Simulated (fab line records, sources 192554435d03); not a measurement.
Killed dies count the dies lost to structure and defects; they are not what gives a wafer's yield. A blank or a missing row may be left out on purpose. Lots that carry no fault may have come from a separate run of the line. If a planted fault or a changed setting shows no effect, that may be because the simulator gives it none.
Struck lot and sound lot, side by side | flow n5Finfet | 40 out of 1938 route steps
Sound: the wafers L660.1, L660.2, L660.3. Struck: wafers L663.2, L663.5, L663.6. The cause is named last.
At each step with rows: each side's tool, then ch and its chambers, then its first start. Under that, the readings that differ: sound wafers | struck wafers | difference of the means | sigmas: that difference in standard deviations of wafers without a fault.
alike: readings whose means differ by less than 2 such deviations, and words and numbers that are the same on both sides. not compared: withheld readings, readings that some wafer has no value for, bounds like >300 that may hide the same value, and numbers for which the record gives no deviation and whose values overlap.
A row with sigmas, a row that says differs or no value, or rows on one side alone: a step with any of these is where the two part. When numbers do not overlap yet have no deviation, they are printed without sigmas and do not part them. A reading that every wafer of one side lacks parts them only if that side has two wafers or more.

first, 11 steps without rows for these wafers: N5_MOL_CONTACT_COAG_WET_ETCH_116 (etches the open film in SC1-inhibited, target depth 4.6 nm, rinse time 30 s); N5_MOL_CONTACT_COAG_ALD_27 (deposits SiOC, target thk 17 nm, pulse time 1.5 s, time 2720 s); N5_MOL_CONTACT_COAG_CMP_28 (polishes, stops on SiNx, t overpolish 0.85 s, target thk 14.522 nm); N5_MOL_CONTACT_COAG_ALD_123 (deposits SiNx, target thk 5 nm, pulse time 1 s, purge time 2 s); N5_MOL_CONTACT_COAG_PECVD_31 (deposits SiO2 from TEOS/O2, target thk 46 nm, time 8.9 s); N5_MOL_CONTACT_COAG_COAT_75 (time 60 s, resist thk 60 nm); N5_MOL_CONTACT_COAG_COAT_76 (time 60 s, resist thk 10 nm); N5_MOL_CONTACT_COAG_COAT_77 (time 60 s, resist thk 10 nm); N5_MOL_CONTACT_COAG_COAT_78 (resist thk 40 nm); N5_MOL_CONTACT_COAG_EBR_80; N5_MOL_CONTACT_COAG_SOFTBAKE_79 (time 60 s).
N5_MOL_CONTACT_COAG_EXPOSE_81: exposes mask VG, defocus 0 nm.
  sound on euvScanner-01 ch 0, day 6 02:17; struck on euvScanner-01 ch 0, day 6 09:39
reading                                | sound          | struck | difference | sigmas
model.MOL_CONTACT_COAG.overlayXNm (nm) | -0.2 -0.2 -0.2 | 4 4 4  | +4         | 
  alike: mask, stageMsdNm
then, 2 steps without rows for these wafers: N5_MOL_CONTACT_COAG_PEB_82 (peb time 60 s); N5_MOL_CONTACT_COAG_DEVELOP_83 (develop time 30 s).
N5_MOL_CONTACT_COAG_OVL_MEAS_85:
  sound on overlay-01 ch 0, day 6 02:28; struck on overlay-01 ch 0, day 6 09:49
reading     | sound       | struck      | difference | sigmas
VG_OVL (nm) | 1.1 0.0 0.2 | 4.3 4.0 3.8 | +3.6       | +5
then, 23 steps without rows for these wafers: N5_MOL_CONTACT_COAG_DESCUM_88 (chemistry O2, time 7 s); N5_MOL_CONTACT_COAG_ETCH_89 (etches underlayer in N2/H2, target depth 13 nm, time 10.4 s); N5_MOL_CONTACT_COAG_ETCH_90 (etches SiARC in CF4, target depth 13 nm, time 21.7 s); N5_MOL_CONTACT_COAG_ALD_131 (deposits SiO2, target thk 5 nm, pulse time 1 s, co reactant pulse time 1 s); N5_MOL_CONTACT_COAG_ETCHBACK_132 (etches SiO2 in CHF3, target depth 10 nm, time 6.7 s); N5_MOL_CONTACT_COAG_ETCH_91 (etches SOC in N2/H2, target depth 60 nm, overetch 21 nm, time 101.2 s); N5_MOL_CONTACT_COAG_STRIP_92 (strips in N2/H2); N5_MOL_CONTACT_COAG_STRIP_93 (strips in N2/H2); N5_MOL_CONTACT_COAG_ETCHBACK_135 (etches SiO2 in CHF3, target depth 25 nm, time 16.7 s); N5_MOL_CONTACT_COAG_STRIP_118 (strips in CHF3); N5_MOL_CONTACT_COAG_VIA_ETCH_46 (etches SiO2 in C4F6/O2, target depth 46 nm, overetch 9.2 nm, time 40 s); N5_MOL_CONTACT_COAG_STRIP_96 (strips in N2/H2); N5_MOL_CONTACT_COAG_ETCH_47 (etches SiNx in CH3F/O2, stops on W, target depth 27 nm); N5_MOL_CONTACT_COAG_STRIP_119 (strips in N2/H2, time 30 s); N5_MOL_CONTACT_COAG_PRECLEAN_144 (cleans in alkaline clean, time 60 s); N5_MOL_CONTACT_COAG_SRD_145 (time 30 s); N5_MOL_CONTACT_COAG_COAT_62 (time 60 s, resist thk 60 nm); N5_MOL_CONTACT_COAG_COAT_63 (time 60 s, resist thk 10 nm); N5_MOL_CONTACT_COAG_COAT_64 (time 60 s, resist thk 10 nm); N5_MOL_CONTACT_COAG_COAT_34 (resist thk 40 nm); N5_MOL_CONTACT_COAG_EBR_36; N5_MOL_CONTACT_COAG_SOFTBAKE_35 (time 60 s); N5_MOL_CONTACT_COAG_EXPOSE_37 (exposes mask VD, defocus 0 nm).
-- the record jumps here: 3 days lie between the struck wafers' starts before and after (it left off in module MOL_CONTACT_COAG and takes up again in module BEOL_M4, whose first step shown is number 1111 of the route) --
N5_BEOL_M4_RC_MEAS_101:
  sound on prober-01 ch 0, day 9 11:00; struck on prober-02 ch 0, day 9 15:53
  alike: DIBL_N, DIBL_P, IOFF_N, IOFF_P, ION_N, ION_P, SS_N, SS_P, VT_N, VT_P
-- a jump in the record: the struck wafers' starts before and after are 4 days apart (it breaks off in module BEOL_M4 and resumes in module PASSIVATION, where the first step shown is number 1936 of the route) --
N5_PASSIVATION_PROBE_49:
  struck on prober-01, day 13 23:59; sound on prober-01, day 13 19:26
reading          | sound    | struck   | difference | sigmas
killedAtContacts | 18 15 11 | 30 18 34 | +13        | +2
  alike: defectLimitedYield, killed_at_M0_to_M3, killed_at_M4_up, killedAtFrontEnd, killedAtOther, killedDies, killedOnRim, killedOpen, killedShort, sort_bin_4_leakage, sort_bin_5_function, sort_bin_6_memory, sortNPass, sortYieldPct

WHERE THEY PART
Last at N5_PASSIVATION_PROBE_49 as far as this record goes, first at N5_MOL_CONTACT_COAG_OVL_MEAS_85.

WHY: the cause the simulator had injected
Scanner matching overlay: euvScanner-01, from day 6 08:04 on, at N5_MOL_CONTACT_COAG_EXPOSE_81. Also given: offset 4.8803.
